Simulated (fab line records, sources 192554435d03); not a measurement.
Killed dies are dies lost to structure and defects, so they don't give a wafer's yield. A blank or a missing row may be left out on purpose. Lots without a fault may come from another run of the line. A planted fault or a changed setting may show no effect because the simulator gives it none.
Which tool did it? | flow n5_finfet | 7 lots, 21 wafers sampled, at 2 steps of a route of 1938

WHAT THE GAUGES READ, wafer by wafer
N5_BEOL_M15_OVL_MEAS_29.
lot  | measured     | on         | M15_OVL (nm)
L425 | day 12 05:05 | overlay-01 | 10 9 0
L427 | day 12 08:14 | overlay-01 | - - -
L433 | day 14 00:35 | overlay-02 | 5 -1 11
L434 | day 14 02:56 | overlay-01 | 10 6 9
L437 | day 15 09:55 | overlay-01 | 0 -2 -3
L443 | day 16 15:37 | overlay-01 | 14 15 13
L445 | day 16 20:01 | overlay-02 | -1 -2 3

WHICH TOOL RAN EACH LOT (tool, then ch and the chambers of the sampled wafers, then the start)
lot  | N5_BEOL_M15_DEVELOP_27
L425 | litho_track-02 ch 0, day 12 04:55
L427 | litho_track-02, day 12 08:06
L433 | litho_track-02 ch 0, day 14 00:26
L434 | litho_track-02 ch 0, day 14 02:48
L437 | litho_track-03 ch 0, day 15 09:46
L443 | litho_track-03 ch 0, day 16 15:28
L445 | litho_track-03 ch 0, day 16 19:52
- N5_BEOL_M15_DEVELOP_27: develop time 45 s.

THE ANSWER, worked out from the rows above alone
Rule: what is usual is taken from the lots themselves. Put in order of their means at a reading, lots are off if they are a third of the lots or fewer, leave a main group of 4 or more, and stand apart from it by a gap of 3 or more times the standard deviation of the main group's means; of several such gaps the widest counts. A main group whose means are all the same, to the digits that the tables above print for the reading, isn't used. A lot without any number at a reading at which 4 lots or more have one is off too. The other lots that the step has rows for count as sound.
Off: L427, at N5_BEOL_M15_OVL_MEAS_29 (M15_OVL). Without a number there: L427. The main group: mean 5 nm, standard deviation 5.2.
A tool fits if, at a process step before that reading, it ran every lot that is off, and no sound lot after the first of them. The gauges at N5_BEOL_M15_OVL_MEAS_29 are tried like those tools. None of those tried fits.

WHAT THE SIMULATOR HAD PUT IN
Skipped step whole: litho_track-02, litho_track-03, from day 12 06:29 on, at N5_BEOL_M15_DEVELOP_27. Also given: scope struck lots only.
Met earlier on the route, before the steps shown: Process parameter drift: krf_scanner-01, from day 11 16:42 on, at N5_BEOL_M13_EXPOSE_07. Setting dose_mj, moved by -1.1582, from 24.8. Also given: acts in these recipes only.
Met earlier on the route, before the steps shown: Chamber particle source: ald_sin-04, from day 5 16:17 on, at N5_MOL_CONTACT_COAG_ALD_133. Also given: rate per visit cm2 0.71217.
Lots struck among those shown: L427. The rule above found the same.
